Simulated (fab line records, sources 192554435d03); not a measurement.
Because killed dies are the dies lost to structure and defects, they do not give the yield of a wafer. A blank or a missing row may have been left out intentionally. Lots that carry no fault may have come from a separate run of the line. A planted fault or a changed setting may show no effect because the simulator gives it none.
Which tool did it? + flow n5-finfet + 10 lots, 30 wafers sampled, at 6 steps of a route of 1938

## WHAT THE GAUGES SHOWED, per wafer
N5_BEOL_M4_THK_MEAS_01. Usual: M4_ILD_THK 78.9 nm, standard deviation 0.82.
| lot  | measured     | on            | M4_ILD_THK (nm) | flag |
|------|--------------|---------------|-----------------|------|
| L382 | day 7 08:38  | film-metro-02 | 77.5 79.2 79.0  |      |
| L386 | day 8 07:15  | film-metro-01 | 78.5 77.5 79.4  |      |
| L387 | day 8 22:46  | film-metro-02 | 77.9 77.5 79.2  |      |
| L390 | day 9 13:20  | film-metro-01 | 79.5 80.6 80.4  |      |
| L391 | day 9 14:31  | film-metro-01 | 77.2 78.6 79.1  |      |
| L393 | day 10 20:17 | film-metro-02 | 77.7 79.1 82.0  |      |
| L400 | day 12 03:41 | film-metro-02 | 78.6 78.8 78.5  |      |
| L405 | day 13 00:11 | film-metro-01 | 78.7 78.5 78.8  |      |
| L403 | day 13 11:26 | film-metro-01 | 78.8 78.5 79.8  |      |
| L404 | day 13 13:17 | film-metro-02 | 79.3 78.8 80.6  |      |

N5_BEOL_M4_RC_MEAS_101. Usual: DIBL_N 36.5 mV/V, standard deviation 1.4; DIBL_P 36.9 mV/V, standard deviation 1.7; IOFF_N 0.163 nA/um, standard deviation 0.023; IOFF_P 0.22 nA/um, standard deviation 0.032; ION_N 673 uA/um, standard deviation 9; ION_P 462 uA/um, standard deviation 7.5; SS_N 71.6 mV/dec, standard deviation 0.54; SS_P 73.4 mV/dec, standard deviation 0.62; VT_N 249.8 mV, standard deviation 2.8; VT_P -250 mV, standard deviation 3.5.
| lot  | measured     | on        | DIBL_N (mV/V)  | DIBL_P (mV/V)  | IOFF_N (nA/um)    | IOFF_P (nA/um) | ION_N (uA/um) | ION_P (uA/um) | SS_N (mV/dec)  | SS_P (mV/dec)  | VT_N (mV)         | VT_P (mV)      | flag |
|------|--------------|-----------|----------------|----------------|-------------------|----------------|---------------|---------------|----------------|----------------|-------------------|----------------|------|
| L382 | day 7 20:49  | prober-02 | 35.6 36.6 35.5 | 35.4 36.4 35.4 | 0.143 0.167 0.149 | 0.19 0.20 0.19 | 663 665 674   | 459 450 461   | 71.8 72.1 71.7 | 73.3 73.2 72.7 | 252.3 249.5 251.7 | -255 -253 -255 |      |
| L386 | day 8 20:10  | prober-01 | 37.6 37.0 36.0 | 36.9 35.2 35.0 | 0.182 0.159 0.147 | 0.29 0.25 0.25 | 679 663 675   | 470 466 472   | 71.9 72.1 71.5 | 72.8 73.0 72.7 | 247.3 249.2 251.0 | -242 -245 -243 |      |
| L387 | day 9 18:32  | prober-02 | 37.1 38.0 38.9 | 37.7 39.2 40.3 | 0.158 0.177 0.197 | 0.21 0.23 0.26 | 673 682 686   | 458 465 460   | 71.7 71.6 72.0 | 73.4 73.7 74.4 | 250.3 247.7 247.2 | -253 -250 -249 |      |
| L390 | day 9 21:07  | prober-01 | 36.0 35.8 36.5 | 37.5 37.3 37.8 | 0.176 0.174 0.187 | 0.25 0.25 0.27 | 676 672 679   | 468 469 469   | 71.8 71.7 73.1 | 74.1 74.3 73.4 | 248.6 246.6 249.4 | -244 -248 -246 |      |
| L391 | day 10 00:04 | prober-02 | 33.7 35.0 35.0 | 34.2 37.2 36.4 | 0.114 0.146 0.137 | 0.14 0.18 0.17 | 642 671 670   | 441 453 453   | 71.0 71.8 71.4 | 72.4 72.6 73.4 | 256.7 250.6 253.7 | -258 -256 -256 |      |
| L393 | day 11 06:55 | prober-02 | 37.1 36.3 36.3 | 38.5 37.9 36.7 | 0.184 0.174 0.162 | 0.22 0.21 0.20 | 680 664 667   | 458 456 450   | 71.3 72.3 72.1 | 74.1 73.2 73.7 | 245.7 247.0 249.6 | -253 -251 -253 |      |
| L400 | day 12 16:38 | prober-01 | 37.0 38.6 38.9 | 38.6 40.0 39.9 | 0.158 0.175 0.186 | 0.21 0.22 0.23 | 673 676 676   | 466 457 459   | 71.4 72.2 72.4 | 73.5 73.9 74.1 | 249.6 251.9 250.7 | -250 -253 -251 |      |
| L405 | day 13 15:49 | prober-02 | 37.3 38.3 37.7 | 36.0 37.0 35.6 | 0.184 0.213 0.183 | 0.25 0.29 0.25 | 675 673 673   | 464 460 462   | 71.8 71.7 72.7 | 73.7 74.9 74.1 | 246.7 245.4 249.9 | -246 -246 -247 |      |
| L403 | day 13 19:39 | prober-01 | 32.4 33.6 33.5 | 32.4 34.1 33.6 | 0.116 0.125 0.126 | 0.17 0.18 0.17 | 662 672 670   | 457 472 458   | 70.1 70.4 70.2 | 72.2 72.7 72.0 | 252.3 252.2 247.5 | -253 -251 -254 |      |
| L404 | day 13 21:52 | prober-02 | 37.4 35.0 37.4 | 36.8 33.4 36.2 | 0.154 0.117 0.156 | 0.21 0.16 0.20 | 669 668 664   | 464 456 455   | 71.8 71.4 71.9 | 73.0 72.8 73.4 | 251.2 254.7 252.8 | -249 -253 -249 |      |

## EACH LOT AND THE TOOL THAT RAN IT (in order: tool; ch and the chambers of the sampled wafers; start)
| lot  | N5_BEOL_M3_SPUTTER_94        | N5_BEOL_M3_ANNEAL_95         | N5_BEOL_M3_PRE_CLEAN_60          | N5_BEOL_M4_ILD_DEP_00           |
|------|------------------------------|------------------------------|----------------------------------|---------------------------------|
| L382 | pvd-sputter-01, day 7 07:14  | pvd-sputter-01, day 7 07:19  | cvd-co-02 ch 0,1, day 7 08:17    | pecvd-03 ch 0,2, day 7 08:34    |
| L386 | pvd-sputter-01, day 8 05:51  | pvd-sputter-01, day 8 05:56  | cvd-co-02 ch 0,2, day 8 06:53    | pecvd-04 ch 0,1,2, day 8 07:11  |
| L387 | pvd-sputter-03, day 8 21:22  | pvd-sputter-03, day 8 21:27  | cvd-co-02 ch 0,1,2, day 8 22:25  | pecvd-04 ch 0,1,2, day 8 22:43  |
| L390 | pvd-sputter-03, day 9 08:45  | pvd-sputter-03, day 9 12:00  | cvd-co-01 ch 0,2, day 9 12:58    | pecvd-03 ch 0,1, day 9 13:15    |
| L391 | pvd-sputter-01, day 9 13:07  | pvd-sputter-01, day 9 13:11  | cvd-co-02 ch 0,2, day 9 14:09    | pecvd-02 ch 0,1,2, day 9 14:26  |
| L393 | pvd-sputter-02, day 10 18:43 | pvd-sputter-02, day 10 18:47 | cvd-co-02 ch 0,1,2, day 10 19:56 | pecvd-03 ch 0,1,2, day 10 20:14 |
| L400 | pvd-sputter-01, day 12 02:12 | pvd-sputter-01, day 12 02:17 | cvd-co-02 ch 0,1,2, day 12 03:20 | pecvd-02 ch 0,1,2, day 12 03:37 |
| L405 | pvd-sputter-02, day 12 22:47 | pvd-sputter-02, day 12 22:52 | cvd-co-01 ch 1,2, day 12 23:49   | pecvd-02 ch 0,1,2, day 13 00:07 |
| L403 | pvd-sputter-01, day 13 10:00 | pvd-sputter-01, day 13 10:05 | cvd-co-01 ch 1,2, day 13 11:05   | pecvd-04 ch 0,1,2, day 13 11:22 |
| L404 | pvd-sputter-03, day 13 11:46 | pvd-sputter-03, day 13 11:50 | cvd-co-02 ch 1,2, day 13 12:55   | pecvd-02 ch 0,2, day 13 13:13   |
- N5_BEOL_M3_SPUTTER_94: material Cu, target thk 4.5 nm, time 8.29 s.
- N5_BEOL_M3_ANNEAL_95: time 240 s.
- N5_BEOL_M3_PRE_CLEAN_60: time 15 s.
- N5_BEOL_M4_ILD_DEP_00: deposits SiOC from DEMS/O2, target thk 79 nm, time 15.3 s.

## WHAT THE TOOLS THEMSELVES READ (means of the sampled wafers that have a number; where no wafer has one, the mark that the record gives instead)
N5_BEOL_M3_SPUTTER_94. Usual: 29.6 % for throttle-valve-pct, sd 1.1.
| lot  | tool           | throttle-valve-pct (%) | flag |
|------|----------------|------------------------|------|
| L382 | pvd-sputter-01 | 29.5                   |      |
| L386 | pvd-sputter-01 | 30.0                   |      |
| L387 | pvd-sputter-03 | 30.2                   |      |
| L390 | pvd-sputter-03 | 29.7                   |      |
| L391 | pvd-sputter-01 | 29.8                   |      |
| L393 | pvd-sputter-02 | 29.3                   |      |
| L400 | pvd-sputter-01 | 29.2                   |      |
| L405 | pvd-sputter-02 | 28.8                   |      |
| L403 | pvd-sputter-01 | 28.9                   |      |
| L404 | pvd-sputter-03 | 29.8                   |      |

N5_BEOL_M3_ANNEAL_95. Usual: 826 W for heater-power-w, sd 83.
| lot  | tool           | heater-power-w (W) | flag |
|------|----------------|--------------------|------|
| L382 | pvd-sputter-01 | 840                |      |
| L386 | pvd-sputter-01 | 809                |      |
| L387 | pvd-sputter-03 | 891                |      |
| L390 | pvd-sputter-03 | 812                |      |
| L391 | pvd-sputter-01 | 750                |      |
| L393 | pvd-sputter-02 | 841                |      |
| L400 | pvd-sputter-01 | 791                |      |
| L405 | pvd-sputter-02 | 803                |      |
| L403 | pvd-sputter-01 | 831                |      |
| L404 | pvd-sputter-03 | 822                |      |

N5_BEOL_M3_PRE_CLEAN_60. Usual: 99 W for heater-power-w, sd 22.
| lot  | tool      | heater-power-w (W) | flag |
|------|-----------|--------------------|------|
| L382 | cvd-co-02 | 105                |      |
| L386 | cvd-co-02 | 127                |      |
| L387 | cvd-co-02 | 116                |      |
| L390 | cvd-co-01 | 73                 |      |
| L391 | cvd-co-02 | 118                |      |
| L393 | cvd-co-02 | 116                |      |
| L400 | cvd-co-02 | 115                |      |
| L405 | cvd-co-01 | 86                 |      |
| L403 | cvd-co-01 | 86                 |      |
| L404 | cvd-co-02 | 124                |      |

N5_BEOL_M4_ILD_DEP_00. Usual: heater-power-w 486 W, standard deviation 83; showerhead-plenum-p-Torr 5.693 Torr, standard deviation 0.018; susceptor-temp-C 349.99 C, standard deviation 0.2; throttle-valve-pct 11.8 %, standard deviation 0.83.
| lot  | tool     | heater-power-w (W) | showerhead-plenum-p-Torr (Torr) | susceptor-temp-C (C) | throttle-valve-pct (%) | flag |
|------|----------|--------------------|---------------------------------|----------------------|------------------------|------|
| L382 | pecvd-03 | 459                | 5.692                           | 350.21               | 12.3                   |      |
| L386 | pecvd-04 | 498                | 5.684                           | 349.91               | 11.8                   |      |
| L387 | pecvd-04 | 487                | 5.684                           | 350.11               | 11.7                   |      |
| L390 | pecvd-03 | 594                | 5.707                           | 349.92               | 11.3                   |      |
| L391 | pecvd-02 | 435                | 5.681                           | 350.06               | 11.8                   |      |
| L393 | pecvd-03 | 540                | 5.699                           | 346.17               | 11.3                   | OFF  |
| L400 | pecvd-02 | 457                | 5.690                           | 350.08               | 12.1                   |      |
| L405 | pecvd-02 | 403                | 5.683                           | 349.98               | 12.1                   |      |
| L403 | pecvd-04 | 497                | 5.688                           | 350.07               | 11.8                   |      |
| L404 | pecvd-02 | 476                | 5.694                           | 350.03               | 12.6                   |      |

## THE ANSWER, worked out from the rows above alone
Rule: a lot counts as off when the mean over its wafers that have a number is more than 3 standard deviations away from the usual mean. A lot without any number at a reading at which 4 lots or more have one is off too. Where the step has rows for the other lots, those lots are counted as sound. Order of review: gauges by route order, followed by the tools' own readings, for which a lot's mean as printed above is used. The first step at which some lot is off is used, and at that step the reading that is off furthest; a lot without a number counts as furthest.
Off, at N5_BEOL_M4_ILD_DEP_00 on susceptor-temp-C: L393.
If a tool, at that step or one of the process steps before it, ran each lot that is off and ran no sound lot following the first of them, it fits. One fits: pecvd-03 at N5_BEOL_M4_ILD_DEP_00. A fault onset in the window from L390 (day 9 13:15, its last sound lot) to L393 (day 10 20:14, its first lot off) fits.
On the lots that are off, the tool's own readings at N5_BEOL_M4_ILD_DEP_00 differ by more than 5 times the standard deviation of the sound lots' means, which bears it out; susceptor-temp-C reads 346.17 C there versus 350.04 C on the sound lots.

## WHAT THE SIMULATOR PUT IN
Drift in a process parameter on pecvd-03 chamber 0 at N5_BEOL_M4_ILD_DEP_00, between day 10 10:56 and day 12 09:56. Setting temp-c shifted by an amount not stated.
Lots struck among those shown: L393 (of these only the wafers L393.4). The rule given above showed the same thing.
